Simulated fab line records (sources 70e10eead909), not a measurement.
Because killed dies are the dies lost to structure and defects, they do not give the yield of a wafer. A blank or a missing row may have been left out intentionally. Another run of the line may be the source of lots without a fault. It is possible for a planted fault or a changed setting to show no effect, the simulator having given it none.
The tool behind it: which one? / flow nand_harc / 72 wafers from 24 lots sampled at 5 of the route's 1302 steps

## WHAT THE GAUGES SHOWED, per wafer
NHARC_A_CHANNEL_HOLE_D1_INSPECT_40.
lot=L074; measured=day 8 19:58; on=defect_inspect-02; raw_defect_count=42 37 34
lot=L075; measured=day 9 05:44; on=defect_inspect-02; raw_defect_count=114 110 114
lot=L077; measured=day 9 17:53; on=defect_inspect-02; raw_defect_count=98 126 89
lot=L076; measured=day 9 21:45; on=defect_inspect-02; raw_defect_count=57 62 38
lot=L078; measured=day 10 11:21; on=defect_inspect-02; raw_defect_count=92 72 96
lot=L079; measured=day 10 22:27; on=defect_inspect-01; raw_defect_count=90 117 88
lot=L080; measured=day 11 10:53; on=defect_inspect-02; raw_defect_count=34 39 52
lot=L082; measured=day 12 05:56; on=defect_inspect-02; raw_defect_count=103 83 80
lot=L081; measured=day 12 04:25; on=defect_inspect-02; raw_defect_count=47 51 42
lot=L083; measured=day 12 17:02; on=defect_inspect-01; raw_defect_count=46 48 77
lot=L084; measured=day 12 21:43; on=defect_inspect-01; raw_defect_count=102 104 92
lot=L085; measured=day 13 12:14; on=defect_inspect-01; raw_defect_count=66 39 57
lot=L087; measured=day 14 05:29; on=defect_inspect-02; raw_defect_count=113 134 120
lot=L086; measured=day 14 07:31; on=defect_inspect-02; raw_defect_count=52 42 76
lot=L088; measured=day 14 15:51; on=defect_inspect-02; raw_defect_count=63 86 67
lot=L089; measured=day 15 08:53; on=defect_inspect-01; raw_defect_count=47 54 32
lot=L090; measured=day 15 16:12; on=defect_inspect-01; raw_defect_count=84 75 75
lot=L091; measured=day 15 16:28; on=defect_inspect-02; raw_defect_count=121 109 108
lot=L092; measured=day 16 01:56; on=defect_inspect-02; raw_defect_count=41 52 54
lot=L093; measured=day 16 19:03; on=defect_inspect-02; raw_defect_count=75 75 55
lot=L094; measured=day 16 20:13; on=defect_inspect-02; raw_defect_count=87 80 111
lot=L095; measured=day 17 15:30; on=defect_inspect-01; raw_defect_count=46 72 40
lot=L096; measured=day 18 14:25; on=defect_inspect-02; raw_defect_count=81 58 57
lot=L097; measured=day 18 15:28; on=defect_inspect-02; raw_defect_count=32 41 43

NHARC_A_DECK1_JOINT_INSPECT_05.
lot=L074; measured=day 12 04:49; on=defect_inspect-01; raw_defect_count=318 210 218
lot=L075; measured=day 12 21:44; on=defect_inspect-02; raw_defect_count=215 296 213
lot=L077; measured=day 13 05:01; on=defect_inspect-02; raw_defect_count=512 293 364
lot=L076; measured=day 13 05:04; on=defect_inspect-01; raw_defect_count=334 357 209
lot=L078; measured=day 14 04:56; on=defect_inspect-01; raw_defect_count=398 413 807
lot=L079; measured=day 14 07:25; on=defect_inspect-01; raw_defect_count=227 355 266
lot=L080; measured=day 15 04:04; on=defect_inspect-02; raw_defect_count=294 273 305
lot=L082; measured=day 15 13:06; on=defect_inspect-02; raw_defect_count=205 174 238
lot=L081; measured=day 15 13:06; on=defect_inspect-01; raw_defect_count=206 260 138
lot=L083; measured=day 16 05:52; on=defect_inspect-02; raw_defect_count=167 288 185
lot=L084; measured=day 16 11:38; on=defect_inspect-01; raw_defect_count=308 275 412
lot=L085; measured=day 17 07:44; on=defect_inspect-01; raw_defect_count=363 252 228
lot=L087; measured=day 17 16:56; on=defect_inspect-02; raw_defect_count=272 360 222
lot=L086; measured=day 17 16:55; on=defect_inspect-01; raw_defect_count=312 493 464
lot=L088; measured=day 18 08:27; on=defect_inspect-01; raw_defect_count=229 428 290
lot=L089; measured=day 18 21:22; on=defect_inspect-01; raw_defect_count=446 352 326
lot=L090; measured=day 19 04:14; on=defect_inspect-01; raw_defect_count=241 412 797
lot=L091; measured=day 19 04:15; on=defect_inspect-02; raw_defect_count=241 306 216
lot=L092; measured=day 19 12:29; on=defect_inspect-02; raw_defect_count=453 274 259
lot=L093; measured=day 20 08:10; on=defect_inspect-02; raw_defect_count=370 435 509
lot=L094; measured=day 20 08:10; on=defect_inspect-01; raw_defect_count=318 298 354
lot=L095; measured=day 21 12:25; on=defect_inspect-02; raw_defect_count=335 261 226
lot=L096; measured=day 22 02:37; on=defect_inspect-02; raw_defect_count=200 179 261
lot=L097; measured=day 22 02:29; on=defect_inspect-02; raw_defect_count=149 164 158

## WHICH TOOL RAN EACH LOT (tool, then ch and the chambers of the sampled wafers, then the start)
lot=L074; NHARC_A_CHANNEL_HOLE_D1_DESCUM_15=rie_diel-06 ch 0,2,3, day 8 12:46; NHARC_A_CHANNEL_FILL_D1_CMP_10=cmp-04 ch 1,2, day 10 19:20; NHARC_A_DECK1_JOINT_CMP_02=cmp-03 ch 1,2,3, day 12 04:09
lot=L075; NHARC_A_CHANNEL_HOLE_D1_DESCUM_15=rie_diel-05 ch 1,2,3, day 8 20:49; NHARC_A_CHANNEL_FILL_D1_CMP_10=cmp-02 ch 1,2,3, day 11 07:56; NHARC_A_DECK1_JOINT_CMP_02=cmp-03 ch 0,2,3, day 12 21:02
lot=L077; NHARC_A_CHANNEL_HOLE_D1_DESCUM_15=rie_diel-06 ch 1,2, day 9 10:59; NHARC_A_CHANNEL_FILL_D1_CMP_10=cmp-02 ch 1,2,3, day 11 19:36; NHARC_A_DECK1_JOINT_CMP_02=cmp-04 ch 0,1,3, day 13 04:23
lot=L076; NHARC_A_CHANNEL_HOLE_D1_DESCUM_15=rie_diel-04 ch 0,2, day 9 11:11; NHARC_A_CHANNEL_FILL_D1_CMP_10=cmp-04 ch 0,1,2, day 11 22:26; NHARC_A_DECK1_JOINT_CMP_02=cmp-03 ch 0,3, day 13 04:19
lot=L078; NHARC_A_CHANNEL_HOLE_D1_DESCUM_15=rie_diel-05 ch 0,3, day 10 04:22; NHARC_A_CHANNEL_FILL_D1_CMP_10=cmp-04 ch 0,2, day 12 15:21; NHARC_A_DECK1_JOINT_CMP_02=cmp-02 ch 0,3, day 14 04:14
lot=L079; NHARC_A_CHANNEL_HOLE_D1_DESCUM_15=rie_diel-06 ch 0,1,3, day 10 13:13; NHARC_A_CHANNEL_FILL_D1_CMP_10=cmp-04 ch 0,1,3, day 12 22:01; NHARC_A_DECK1_JOINT_CMP_02=cmp-04 ch 0,1,3, day 14 06:43
lot=L080; NHARC_A_CHANNEL_HOLE_D1_DESCUM_15=rie_diel-06 ch 0,1,2, day 11 03:37; NHARC_A_CHANNEL_FILL_D1_CMP_10=cmp-02 ch 0,1,2, day 13 13:10; NHARC_A_DECK1_JOINT_CMP_02=cmp-03 ch 0,2,3, day 15 03:25
lot=L082; NHARC_A_CHANNEL_HOLE_D1_DESCUM_15=rie_diel-05 ch 0,2,3, day 11 18:54; NHARC_A_CHANNEL_FILL_D1_CMP_10=cmp-04 ch 0,1,3, day 14 04:22; NHARC_A_DECK1_JOINT_CMP_02=cmp-02 ch 0,1,3, day 15 12:25
lot=L081; NHARC_A_CHANNEL_HOLE_D1_DESCUM_15=rie_diel-04 ch 0,1,3, day 11 20:12; NHARC_A_CHANNEL_FILL_D1_CMP_10=cmp-01 ch 1,2,3, day 14 04:25; NHARC_A_DECK1_JOINT_CMP_02=cmp-04 ch 0,3, day 15 12:24
lot=L083; NHARC_A_CHANNEL_HOLE_D1_DESCUM_15=rie_diel-04 ch 0,1,2, day 12 08:16; NHARC_A_CHANNEL_FILL_D1_CMP_10=cmp-01 ch 0,2,3, day 14 19:28; NHARC_A_DECK1_JOINT_CMP_02=cmp-03 ch 0,1, day 16 05:10
lot=L084; NHARC_A_CHANNEL_HOLE_D1_DESCUM_15=rie_diel-06 ch 0,1,3, day 12 14:50; NHARC_A_CHANNEL_FILL_D1_CMP_10=cmp-04 ch 0,1,2, day 15 00:41; NHARC_A_DECK1_JOINT_CMP_02=cmp-02 ch 0,1,2, day 16 10:56
lot=L085; NHARC_A_CHANNEL_HOLE_D1_DESCUM_15=rie_diel-04 ch 0,3, day 13 04:26; NHARC_A_CHANNEL_FILL_D1_CMP_10=cmp-01 ch 0,1,3, day 15 16:23; NHARC_A_DECK1_JOINT_CMP_02=cmp-02 ch 1,2,3, day 17 07:04
lot=L087; NHARC_A_CHANNEL_HOLE_D1_DESCUM_15=rie_diel-05 ch 0,1,2, day 13 22:28; NHARC_A_CHANNEL_FILL_D1_CMP_10=cmp-02 ch 0,1,3, day 16 05:53; NHARC_A_DECK1_JOINT_CMP_02=cmp-02 ch 1,2, day 17 16:13
lot=L086; NHARC_A_CHANNEL_HOLE_D1_DESCUM_15=rie_diel-05 ch 0,3, day 14 00:30; NHARC_A_CHANNEL_FILL_D1_CMP_10=cmp-04 ch 1,2,3, day 16 05:56; NHARC_A_DECK1_JOINT_CMP_02=cmp-04 ch 0,1, day 17 16:14
lot=L088; NHARC_A_CHANNEL_HOLE_D1_DESCUM_15=rie_diel-05 ch 0,2,3, day 14 08:52; NHARC_A_CHANNEL_FILL_D1_CMP_10=cmp-01 ch 0,3, day 16 15:34; NHARC_A_DECK1_JOINT_CMP_02=cmp-03 ch 0,1, day 18 07:30
lot=L089; NHARC_A_CHANNEL_HOLE_D1_DESCUM_15=rie_diel-06 ch 2,3, day 15 00:41; NHARC_A_CHANNEL_FILL_D1_CMP_10=cmp-01 ch 0,3, day 17 10:03; NHARC_A_DECK1_JOINT_CMP_02=cmp-02 ch 1,3, day 18 20:41
lot=L090; NHARC_A_CHANNEL_HOLE_D1_DESCUM_15=rie_diel-05 ch 0,3, day 15 09:16; NHARC_A_CHANNEL_FILL_D1_CMP_10=cmp-02 ch 0,2, day 17 16:23; NHARC_A_DECK1_JOINT_CMP_02=cmp-04 ch 0,1,2, day 19 03:35
lot=L091; NHARC_A_CHANNEL_HOLE_D1_DESCUM_15=rie_diel-04 ch 1,2,3, day 15 09:31; NHARC_A_CHANNEL_FILL_D1_CMP_10=cmp-04 ch 0,1,3, day 17 16:23; NHARC_A_DECK1_JOINT_CMP_02=cmp-03 ch 0,2,3, day 19 03:32
lot=L092; NHARC_A_CHANNEL_HOLE_D1_DESCUM_15=rie_diel-04 ch 0,1,3, day 15 18:52; NHARC_A_CHANNEL_FILL_D1_CMP_10=cmp-04 ch 0,3, day 18 02:29; NHARC_A_DECK1_JOINT_CMP_02=cmp-02 ch 0,3, day 19 11:49
lot=L093; NHARC_A_CHANNEL_HOLE_D1_DESCUM_15=rie_diel-06 ch 0,1,2, day 16 12:07; NHARC_A_CHANNEL_FILL_D1_CMP_10=cmp-01 ch 0,2,3, day 19 00:42; NHARC_A_DECK1_JOINT_CMP_02=cmp-03 ch 0,1,2, day 20 07:28
lot=L094; NHARC_A_CHANNEL_HOLE_D1_DESCUM_15=rie_diel-04 ch 0,2,3, day 16 13:19; NHARC_A_CHANNEL_FILL_D1_CMP_10=cmp-04 ch 1,2,3, day 19 00:41; NHARC_A_DECK1_JOINT_CMP_02=cmp-02 ch 0,1,3, day 20 07:28
lot=L095; NHARC_A_CHANNEL_HOLE_D1_DESCUM_15=rie_diel-06 ch 0,1,2, day 17 03:20; NHARC_A_CHANNEL_FILL_D1_CMP_10=cmp-04 ch 0,1,2, day 19 21:11; NHARC_A_DECK1_JOINT_CMP_02=cmp-02 ch 1,2,3, day 21 11:47
lot=L096; NHARC_A_CHANNEL_HOLE_D1_DESCUM_15=rie_diel-06 ch 0,1, day 18 07:29; NHARC_A_CHANNEL_FILL_D1_CMP_10=cmp-04 ch 0,2,3, day 20 15:46; NHARC_A_DECK1_JOINT_CMP_02=cmp-03 ch 0,2, day 22 01:56
lot=L097; NHARC_A_CHANNEL_HOLE_D1_DESCUM_15=rie_diel-05 ch 0,1,3, day 18 08:32; NHARC_A_CHANNEL_FILL_D1_CMP_10=cmp-01 ch 1,2,3, day 20 15:47; NHARC_A_DECK1_JOINT_CMP_02=cmp-02 ch 0,1, day 22 01:46
- NHARC_A_CHANNEL_HOLE_D1_DESCUM_15: chemistry O2, time 3 s.
- NHARC_A_CHANNEL_FILL_D1_CMP_10: polishes, target thk 150 nm.
- NHARC_A_DECK1_JOINT_CMP_02: polishes SiOx.

## AS READ BY THE TOOLS THEMSELVES (means over the sampled wafers that have a number; for cases with no such wafer, the mark the record gives instead)
NHARC_A_CHANNEL_HOLE_D1_DESCUM_15.
lot=L074; tool=rie_diel-06; drypump_motor_current_A (A)=5.4; oes_product_au (a.u.)=1.005; rf_vpp_V (V)=58.4; showerhead_plenum_p_Torr (Torr)=1.90; throttle_valve_pct (%)=11.305
lot=L075; tool=rie_diel-05; drypump_motor_current_A (A)=6.0; oes_product_au (a.u.)=1.002; rf_vpp_V (V)=57.7; showerhead_plenum_p_Torr (Torr)=1.84; throttle_valve_pct (%)=11.316
lot=L077; tool=rie_diel-06; drypump_motor_current_A (A)=5.1; oes_product_au (a.u.)=0.999; rf_vpp_V (V)=58.4; showerhead_plenum_p_Torr (Torr)=1.87; throttle_valve_pct (%)=11.314
lot=L076; tool=rie_diel-04; drypump_motor_current_A (A)=5.5; oes_product_au (a.u.)=1.000; rf_vpp_V (V)=58.4; showerhead_plenum_p_Torr (Torr)=1.90; throttle_valve_pct (%)=11.298
lot=L078; tool=rie_diel-05; drypump_motor_current_A (A)=5.1; oes_product_au (a.u.)=0.999; rf_vpp_V (V)=58.4; showerhead_plenum_p_Torr (Torr)=1.86; throttle_valve_pct (%)=11.308
lot=L079; tool=rie_diel-06; drypump_motor_current_A (A)=5.8; oes_product_au (a.u.)=0.996; rf_vpp_V (V)=58.2; showerhead_plenum_p_Torr (Torr)=1.90; throttle_valve_pct (%)=11.307
lot=L080; tool=rie_diel-06; drypump_motor_current_A (A)=5.5; oes_product_au (a.u.)=1.000; rf_vpp_V (V)=57.4; showerhead_plenum_p_Torr (Torr)=1.85; throttle_valve_pct (%)=11.313
lot=L082; tool=rie_diel-05; drypump_motor_current_A (A)=5.6; oes_product_au (a.u.)=1.001; rf_vpp_V (V)=57.7; showerhead_plenum_p_Torr (Torr)=1.87; throttle_valve_pct (%)=11.312
lot=L081; tool=rie_diel-04; drypump_motor_current_A (A)=5.6; oes_product_au (a.u.)=0.990; rf_vpp_V (V)=58.1; showerhead_plenum_p_Torr (Torr)=1.94; throttle_valve_pct (%)=11.304
lot=L083; tool=rie_diel-04; drypump_motor_current_A (A)=5.4; oes_product_au (a.u.)=1.001; rf_vpp_V (V)=57.9; showerhead_plenum_p_Torr (Torr)=1.94; throttle_valve_pct (%)=11.313
lot=L084; tool=rie_diel-06; drypump_motor_current_A (A)=5.8; oes_product_au (a.u.)=0.998; rf_vpp_V (V)=58.9; showerhead_plenum_p_Torr (Torr)=1.90; throttle_valve_pct (%)=11.306
lot=L085; tool=rie_diel-04; drypump_motor_current_A (A)=5.9; oes_product_au (a.u.)=0.995; rf_vpp_V (V)=56.3; showerhead_plenum_p_Torr (Torr)=1.88; throttle_valve_pct (%)=11.314
lot=L087; tool=rie_diel-05; drypump_motor_current_A (A)=6.2; oes_product_au (a.u.)=0.999; rf_vpp_V (V)=57.3; showerhead_plenum_p_Torr (Torr)=1.90; throttle_valve_pct (%)=11.305
lot=L086; tool=rie_diel-05; drypump_motor_current_A (A)=5.1; oes_product_au (a.u.)=1.004; rf_vpp_V (V)=56.8; showerhead_plenum_p_Torr (Torr)=1.85; throttle_valve_pct (%)=11.318
lot=L088; tool=rie_diel-05; drypump_motor_current_A (A)=5.6; oes_product_au (a.u.)=0.994; rf_vpp_V (V)=58.5; showerhead_plenum_p_Torr (Torr)=1.87; throttle_valve_pct (%)=11.307
lot=L089; tool=rie_diel-06; drypump_motor_current_A (A)=5.0; oes_product_au (a.u.)=1.004; rf_vpp_V (V)=57.9; showerhead_plenum_p_Torr (Torr)=1.92; throttle_valve_pct (%)=11.308
lot=L090; tool=rie_diel-05; drypump_motor_current_A (A)=5.3; oes_product_au (a.u.)=1.011; rf_vpp_V (V)=58.0; showerhead_plenum_p_Torr (Torr)=1.92; throttle_valve_pct (%)=11.299
lot=L091; tool=rie_diel-04; drypump_motor_current_A (A)=5.7; oes_product_au (a.u.)=0.988; rf_vpp_V (V)=57.8; showerhead_plenum_p_Torr (Torr)=1.97; throttle_valve_pct (%)=11.315
lot=L092; tool=rie_diel-04; drypump_motor_current_A (A)=5.6; oes_product_au (a.u.)=1.003; rf_vpp_V (V)=58.4; showerhead_plenum_p_Torr (Torr)=1.93; throttle_valve_pct (%)=11.304
lot=L093; tool=rie_diel-06; drypump_motor_current_A (A)=5.5; oes_product_au (a.u.)=1.003; rf_vpp_V (V)=57.1; showerhead_plenum_p_Torr (Torr)=1.84; throttle_valve_pct (%)=11.319
lot=L094; tool=rie_diel-04; drypump_motor_current_A (A)=5.7; oes_product_au (a.u.)=0.995; rf_vpp_V (V)=57.7; showerhead_plenum_p_Torr (Torr)=1.88; throttle_valve_pct (%)=11.310
lot=L095; tool=rie_diel-06; drypump_motor_current_A (A)=5.5; oes_product_au (a.u.)=1.005; rf_vpp_V (V)=56.5; showerhead_plenum_p_Torr (Torr)=1.84; throttle_valve_pct (%)=11.311
lot=L096; tool=rie_diel-06; drypump_motor_current_A (A)=5.8; oes_product_au (a.u.)=1.004; rf_vpp_V (V)=57.3; showerhead_plenum_p_Torr (Torr)=1.84; throttle_valve_pct (%)=11.310
lot=L097; tool=rie_diel-05; drypump_motor_current_A (A)=5.7; oes_product_au (a.u.)=0.998; rf_vpp_V (V)=58.8; showerhead_plenum_p_Torr (Torr)=1.97; throttle_valve_pct (%)=11.305

NHARC_A_CHANNEL_FILL_D1_CMP_10.
lot=L074; tool=cmp-04; motor_current_A (A)=13.2; slurry_filter_dp_kPa (kPa)=13.48; time_to_endpoint_s (s)=13.1
lot=L075; tool=cmp-02; motor_current_A (A)=12.4; slurry_filter_dp_kPa (kPa)=13.44; time_to_endpoint_s (s)=14.3
lot=L077; tool=cmp-02; motor_current_A (A)=11.8; slurry_filter_dp_kPa (kPa)=13.55; time_to_endpoint_s (s)=16.5
lot=L076; tool=cmp-04; motor_current_A (A)=12.3; slurry_filter_dp_kPa (kPa)=13.54; time_to_endpoint_s (s)=13.4
lot=L078; tool=cmp-04; motor_current_A (A)=13.4; slurry_filter_dp_kPa (kPa)=13.64; time_to_endpoint_s (s)=15.0
lot=L079; tool=cmp-04; motor_current_A (A)=11.5; slurry_filter_dp_kPa (kPa)=13.51; time_to_endpoint_s (s)=15.4
lot=L080; tool=cmp-02; motor_current_A (A)=11.5; slurry_filter_dp_kPa (kPa)=13.51; time_to_endpoint_s (s)=16.0
lot=L082; tool=cmp-04; motor_current_A (A)=11.4; slurry_filter_dp_kPa (kPa)=13.51; time_to_endpoint_s (s)=17.9
lot=L081; tool=cmp-01; motor_current_A (A)=12.3; slurry_filter_dp_kPa (kPa)=13.47; time_to_endpoint_s (s)=15.8
lot=L083; tool=cmp-01; motor_current_A (A)=12.5; slurry_filter_dp_kPa (kPa)=13.60; time_to_endpoint_s (s)=15.2
lot=L084; tool=cmp-04; motor_current_A (A)=12.5; slurry_filter_dp_kPa (kPa)=13.48; time_to_endpoint_s (s)=17.7
lot=L085; tool=cmp-01; motor_current_A (A)=12.6; slurry_filter_dp_kPa (kPa)=13.55; time_to_endpoint_s (s)=13.3
lot=L087; tool=cmp-02; motor_current_A (A)=11.0; slurry_filter_dp_kPa (kPa)=13.67; time_to_endpoint_s (s)=15.5
lot=L086; tool=cmp-04; motor_current_A (A)=12.0; slurry_filter_dp_kPa (kPa)=13.40; time_to_endpoint_s (s)=16.7
lot=L088; tool=cmp-01; motor_current_A (A)=11.5; slurry_filter_dp_kPa (kPa)=13.50; time_to_endpoint_s (s)=15.0
lot=L089; tool=cmp-01; motor_current_A (A)=12.7; slurry_filter_dp_kPa (kPa)=13.60; time_to_endpoint_s (s)=12.6
lot=L090; tool=cmp-02; motor_current_A (A)=11.7; slurry_filter_dp_kPa (kPa)=13.45; time_to_endpoint_s (s)=16.4
lot=L091; tool=cmp-04; motor_current_A (A)=11.7; slurry_filter_dp_kPa (kPa)=13.44; time_to_endpoint_s (s)=17.9
lot=L092; tool=cmp-04; motor_current_A (A)=11.0; slurry_filter_dp_kPa (kPa)=13.45; time_to_endpoint_s (s)=16.1
lot=L093; tool=cmp-01; motor_current_A (A)=12.4; slurry_filter_dp_kPa (kPa)=13.37; time_to_endpoint_s (s)=16.3
lot=L094; tool=cmp-04; motor_current_A (A)=12.0; slurry_filter_dp_kPa (kPa)=13.54; time_to_endpoint_s (s)=13.0
lot=L095; tool=cmp-04; motor_current_A (A)=12.4; slurry_filter_dp_kPa (kPa)=13.55; time_to_endpoint_s (s)=15.7
lot=L096; tool=cmp-04; motor_current_A (A)=11.9; slurry_filter_dp_kPa (kPa)=13.66; time_to_endpoint_s (s)=16.7
lot=L097; tool=cmp-01; motor_current_A (A)=12.4; slurry_filter_dp_kPa (kPa)=13.47; time_to_endpoint_s (s)=14.3

NHARC_A_DECK1_JOINT_CMP_02.
lot=L074; tool=cmp-03; motor_current_A (A)=12.0; slurry_filter_dp_kPa (kPa)=13.59
lot=L075; tool=cmp-03; motor_current_A (A)=11.7; slurry_filter_dp_kPa (kPa)=13.64
lot=L077; tool=cmp-04; motor_current_A (A)=11.5; slurry_filter_dp_kPa (kPa)=13.51
lot=L076; tool=cmp-03; motor_current_A (A)=12.0; slurry_filter_dp_kPa (kPa)=13.60
lot=L078; tool=cmp-02; motor_current_A (A)=11.7; slurry_filter_dp_kPa (kPa)=13.50
lot=L079; tool=cmp-04; motor_current_A (A)=11.3; slurry_filter_dp_kPa (kPa)=13.62
lot=L080; tool=cmp-03; motor_current_A (A)=11.9; slurry_filter_dp_kPa (kPa)=13.56
lot=L082; tool=cmp-02; motor_current_A (A)=11.2; slurry_filter_dp_kPa (kPa)=13.46
lot=L081; tool=cmp-04; motor_current_A (A)=10.8; slurry_filter_dp_kPa (kPa)=13.43
lot=L083; tool=cmp-03; motor_current_A (A)=12.4; slurry_filter_dp_kPa (kPa)=13.39
lot=L084; tool=cmp-02; motor_current_A (A)=11.6; slurry_filter_dp_kPa (kPa)=13.51
lot=L085; tool=cmp-02; motor_current_A (A)=11.8; slurry_filter_dp_kPa (kPa)=13.43
lot=L087; tool=cmp-02; motor_current_A (A)=12.6; slurry_filter_dp_kPa (kPa)=13.54
lot=L086; tool=cmp-04; motor_current_A (A)=12.3; slurry_filter_dp_kPa (kPa)=13.54
lot=L088; tool=cmp-03; motor_current_A (A)=12.3; slurry_filter_dp_kPa (kPa)=13.43
lot=L089; tool=cmp-02; motor_current_A (A)=11.5; slurry_filter_dp_kPa (kPa)=13.63
lot=L090; tool=cmp-04; motor_current_A (A)=12.8; slurry_filter_dp_kPa (kPa)=13.53
lot=L091; tool=cmp-03; motor_current_A (A)=12.0; slurry_filter_dp_kPa (kPa)=13.64
lot=L092; tool=cmp-02; motor_current_A (A)=11.2; slurry_filter_dp_kPa (kPa)=13.59
lot=L093; tool=cmp-03; motor_current_A (A)=11.9; slurry_filter_dp_kPa (kPa)=13.51
lot=L094; tool=cmp-02; motor_current_A (A)=11.6; slurry_filter_dp_kPa (kPa)=13.45
lot=L095; tool=cmp-02; motor_current_A (A)=11.7; slurry_filter_dp_kPa (kPa)=13.63
lot=L096; tool=cmp-03; motor_current_A (A)=11.7; slurry_filter_dp_kPa (kPa)=13.63
lot=L097; tool=cmp-02; motor_current_A (A)=11.1; slurry_filter_dp_kPa (kPa)=13.47

## THE ANSWER, worked out from the rows above alone
Rule: the usual values come from the lots themselves. The widest of any qualifying gaps counts: lots, ordered by their means at a reading, are off when they make up no more than a third of the lots, leave a main group of 4 or more, and stand apart from it by 3 or more times the standard deviation of that group's means. A main group whose means are all the same, to the digits that the tables above print for the reading, isn't used. A lot without any number at a reading at which 4 lots or more have one is off too. Any other lot the step has rows for is counted as sound. The gauges are gone through in route order, then the tools' own readings, and for those a lot's mean is taken as printed above. At the first step where some lot is off, the reading lying furthest off is the one used; lots without a number count as furthest.
None of the lots is off at any reading shown; this tells nothing.

## WHAT WAS PUT IN BY THE SIMULATOR
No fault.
